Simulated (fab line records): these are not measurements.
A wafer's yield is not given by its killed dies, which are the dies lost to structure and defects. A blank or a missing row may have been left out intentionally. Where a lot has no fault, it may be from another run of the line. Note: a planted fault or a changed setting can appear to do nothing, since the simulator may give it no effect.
Matching of chambers :: flow n5_finfet :: N5_BEOL_M2_DESCUM_33 on rie_diel-06: 4 sister chambers
The step chemistry O2, time 7 s. 16 wafers are shown with their chamber, then 8 later ones without.

== WAFERS, EACH WITH ITS CHAMBER ==
wafer: L075.2
chamber: 1
drypump_motor_current_A (A): 6.2
showerhead_plenum_p_Torr (Torr): 2.23
throttle_valve_pct (%): 20.52

wafer: L075.4
chamber: 0
drypump_motor_current_A (A): 4.8
showerhead_plenum_p_Torr (Torr): 2.22
throttle_valve_pct (%): 20.55

wafer: L075.6
chamber: 2
drypump_motor_current_A (A): 5.8
showerhead_plenum_p_Torr (Torr): 2.08
throttle_valve_pct (%): 20.64

wafer: L078.2
chamber: 1
drypump_motor_current_A (A): 6.2
showerhead_plenum_p_Torr (Torr): 2.23
throttle_valve_pct (%): 20.54

wafer: L078.4
chamber: 3
drypump_motor_current_A (A): 5.7
showerhead_plenum_p_Torr (Torr): 2.16
throttle_valve_pct (%): 20.90

wafer: L078.6
chamber: 3
drypump_motor_current_A (A): 5.7
showerhead_plenum_p_Torr (Torr): 2.16
throttle_valve_pct (%): 20.90

wafer: L081.2
chamber: 0
drypump_motor_current_A (A): 4.8
showerhead_plenum_p_Torr (Torr): 2.21
throttle_valve_pct (%): 20.59

wafer: L081.3
chamber: 2
drypump_motor_current_A (A): 5.8
showerhead_plenum_p_Torr (Torr): 2.07
throttle_valve_pct (%): 20.66

wafer: L081.4
chamber: 1
drypump_motor_current_A (A): 6.2
showerhead_plenum_p_Torr (Torr): 2.23
throttle_valve_pct (%): 20.54

wafer: L083.1
chamber: 1
drypump_motor_current_A (A): 6.3
showerhead_plenum_p_Torr (Torr): 2.23
throttle_valve_pct (%): 20.53

wafer: L083.2
chamber: 0
drypump_motor_current_A (A): 4.8
showerhead_plenum_p_Torr (Torr): 2.21
throttle_valve_pct (%): 20.56

wafer: L083.3
chamber: 3
drypump_motor_current_A (A): 5.7
showerhead_plenum_p_Torr (Torr): 2.16
throttle_valve_pct (%): 20.91

wafer: L088.1
chamber: 1
drypump_motor_current_A (A): 6.2
showerhead_plenum_p_Torr (Torr): 2.22
throttle_valve_pct (%): 20.56

wafer: L088.4
chamber: 0
drypump_motor_current_A (A): 4.8
showerhead_plenum_p_Torr (Torr): 2.21
throttle_valve_pct (%): 20.60

wafer: L088.6
chamber: 1
drypump_motor_current_A (A): 6.2
showerhead_plenum_p_Torr (Torr): 2.22
throttle_valve_pct (%): 20.56

wafer: L092.1
chamber: 1
drypump_motor_current_A (A): 6.2
showerhead_plenum_p_Torr (Torr): 2.22
throttle_valve_pct (%): 20.56

SIGNATURES (means of the wafers above)
reading: drypump_motor_current_A
chamber 0: 4.800
chamber 1: 6.214
chamber 2: 5.800
chamber 3: 5.700
scatter within a chamber: 0.0267

reading: showerhead_plenum_p_Torr
chamber 0: 2.2125
chamber 1: 2.2257
chamber 2: 2.0750
chamber 3: 2.1600
scatter within a chamber: 0.00497

reading: throttle_valve_pct
chamber 0: 20.5750
chamber 1: 20.5443
chamber 2: 20.6500
chamber 3: 20.9033
scatter within a chamber: 0.0172
Rule: for each reading, subtract the chamber's mean from the wafer's reading, divide by that reading's scatter and square the result; add these up over the readings and take the root, which gives the wafer's distance from the chamber. If the next closest chamber is less than 2 further off than the closest, the wafer can't be placed; otherwise it belongs to the closest. How the scatter is found: for the shown wafers, subtract from each reading the mean of its chamber, square and add these, divide the total by (wafers less chambers), then take the root.

== WAFERS WITHOUT THEIR CHAMBER ==
wafer: L092.2
drypump_motor_current_A (A): 5.8
showerhead_plenum_p_Torr (Torr): 2.07
throttle_valve_pct (%): 20.69

wafer: L092.4
drypump_motor_current_A (A): 5.7
showerhead_plenum_p_Torr (Torr): 2.15
throttle_valve_pct (%): 20.53

wafer: L094.1
drypump_motor_current_A (A): 6.2
showerhead_plenum_p_Torr (Torr): 2.22
throttle_valve_pct (%): 20.59

wafer: L094.5
drypump_motor_current_A (A): 6.3
showerhead_plenum_p_Torr (Torr): 2.22
throttle_valve_pct (%): 20.58

wafer: L094.6
drypump_motor_current_A (A): 5.7
showerhead_plenum_p_Torr (Torr): 2.15
throttle_valve_pct (%): 20.54

wafer: L095.3
drypump_motor_current_A (A): 6.2
showerhead_plenum_p_Torr (Torr): 2.22
throttle_valve_pct (%): 20.58

wafer: L095.4
drypump_motor_current_A (A): 5.7
showerhead_plenum_p_Torr (Torr): 2.15
throttle_valve_pct (%): 20.53

wafer: L095.6
drypump_motor_current_A (A): 5.7
showerhead_plenum_p_Torr (Torr): 2.15
throttle_valve_pct (%): 20.53

== WHICH CHAMBER EACH WENT THROUGH ==
wafer: L092.2
from the rows above: 2
in truth: 2

wafer: L092.4
from the rows above: 2
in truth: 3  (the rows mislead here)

wafer: L094.1
from the rows above: 1
in truth: 1

wafer: L094.5
from the rows above: 1
in truth: 1

wafer: L094.6
from the rows above: 2
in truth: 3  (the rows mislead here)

wafer: L095.3
from the rows above: 1
in truth: 1

wafer: L095.4
from the rows above: 2
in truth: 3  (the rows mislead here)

wafer: L095.6
from the rows above: 2
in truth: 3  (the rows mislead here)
Correctly placed: 4 of 8. Can't be placed from these rows: 0. Wrongly placed: 4.
